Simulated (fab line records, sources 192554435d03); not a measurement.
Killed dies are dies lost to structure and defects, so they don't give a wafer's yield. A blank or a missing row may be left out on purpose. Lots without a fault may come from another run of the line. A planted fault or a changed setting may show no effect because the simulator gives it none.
Split-lot experiment | flow n5_finfet | 7 lots, 39 wafers read, on a route of 1938 steps

THE SPLIT
At N5_FIN_SAQP_ETCH_65 (etches SiO2 in CF4, target depth 4 nm, time 4.4 s), the setting time_s was moved away from the recipe's 4.4 s on 15 of the 39 wafers read, by -16.7% to +23.2%. The other wafers ran this setting at the recipe's value.

The reading is taken at the split's own step.

THE READING
etch.depth_nm (the simulator's own value, which no gauge read), in nm, at N5_FIN_SAQP_ETCH_65 (etches SiO2 in CF4, target depth 4 nm, time 4.4 s). The file gives no usual value for it. The 24 wafers here that ran the recipe average 4.136 nm, standard deviation 0.13 nm.

wafer  | tool, chamber at the split | time_s as run, s | against the recipe | etch.depth_nm, nm | against lot-mates on the recipe
L076.1 | rie_si-05, 0               | 4.4              | recipe             | 3.887             | -
L076.2 | rie_si-05, 3               | 4.4              | recipe             | 4.365             | -
L076.3 | rie_si-05, 1               | 4.4              | recipe             | 4.124             | -
L076.4 | rie_si-05, 3               | 3.892            | -11.5%             | 3.83              | -0.295
L076.5 | rie_si-05, 0               | 3.892            | -11.5%             | 3.449             | -0.676
L076.6 | rie_si-05, 1               | 3.892            | -11.5%             | 3.659             | -0.466
L083.1 | rie_si-05, 2               | 4.4              | recipe             | 4.07              | -
L083.2 | rie_si-05, 0               | 4.4              | recipe             | 3.943             | -
L083.3 | rie_si-05, 1               | 4.4              | recipe             | 4.132             | -
L083.4 | rie_si-05, 3               | 4.4              | recipe             | 4.351             | -
L083.5 | rie_si-05, 2               | 4.4              | recipe             | 4.103             | -
L083.6 | rie_si-05, 1               | 4.4              | recipe             | 4.121             | -
L086.1 | rie_si-05, 1               | 4.74             | +7.7%              | 4.434             | +0.315
L086.2 | rie_si-05, 0               | 4.4              | recipe             | 3.994             | -
L086.3 | rie_si-05, 2               | 4.74             | +7.7%              | 4.462             | +0.343
L086.4 | rie_si-05, 3               | 4.74             | +7.7%              | 4.664             | +0.545
L086.5 | rie_si-05, 3               | 4.4              | recipe             | 4.372             | -
L086.6 | rie_si-05, 0               | 4.4              | recipe             | 3.992             | -
L087.1 | rie_si-05, 2               | 4.4              | recipe             | 4.097             | -
L087.2 | rie_si-05, 1               | 4.4              | recipe             | 4.123             | -
L087.3 | rie_si-05, 3               | 5.421            | +23.2%             | 5.347             | +1.237
L087.4 | rie_si-05, 0               | 5.421            | +23.2%             | 4.89              | +0.780
L087.5 | rie_si-05, 2               | 5.421            | +23.2%             | 5.072             | +0.962
L087.6 | rie_si-05, 1               | 4.4              | recipe             | 4.11              | -
L088.2 | rie_si-05, 1               | 4.4              | recipe             | 4.158             | -
L088.3 | rie_si-05, 3               | 4.4              | recipe             | 4.351             | -
L088.5 | rie_si-05, 0               | 4.4              | recipe             | 3.996             | -
L090.1 | rie_si-05, 2               | 4.4              | recipe             | 4.108             | -
L090.2 | rie_si-05, 3               | 3.664            | -16.7%             | 3.623             | -0.491
L090.3 | rie_si-05, 0               | 3.664            | -16.7%             | 3.295             | -0.819
L090.4 | rie_si-05, 1               | 4.4              | recipe             | 4.123             | -
L090.5 | rie_si-05, 0               | 3.664            | -16.7%             | 3.311             | -0.803
L090.6 | rie_si-05, 1               | 4.4              | recipe             | 4.112             | -
L097.1 | rie_si-03, 1               | 4.4              | recipe             | 4.236             | -
L097.2 | rie_si-03, 0               | 3.723            | -15.4%             | 3.307             | -0.901
L097.3 | rie_si-03, 3               | 3.723            | -15.4%             | 3.483             | -0.725
L097.4 | rie_si-03, 2               | 4.4              | recipe             | 4.179             | -
L097.5 | rie_si-03, 1               | 4.4              | recipe             | 4.21              | -
L097.6 | rie_si-03, 0               | 3.723            | -15.4%             | 3.285             | -0.923

THE FIT
A straight line over all 39 wafers: etch.depth_nm changes by +0.0441 nm for each +1% of time_s; r = +0.95; the points scatter about the line by 0.14 nm.
The same after taking each lot's own level away (the mean of its wafers on the recipe; 39 wafers): +0.0453 nm for each +1%; r = +0.95; scatter 0.14 nm.
On that fit, the largest move of time_s shifts the reading by 1.1 nm.
The lots' own levels span 4.1100 to 4.2083 nm, that is 0.8 times the standard deviation above.
So the lot-to-lot level changes the slope little: the two slopes agree.
Check: with one of the wafers moved furthest among these (+23.2%) left out of the fit, the line predicts +1 nm for it against its lot-mates. It came out at +1.24 nm against them.

THE FILE'S OWN FIT
etch.depth_nm changes by +0.0453 nm for each +1% of time_s, r = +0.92.
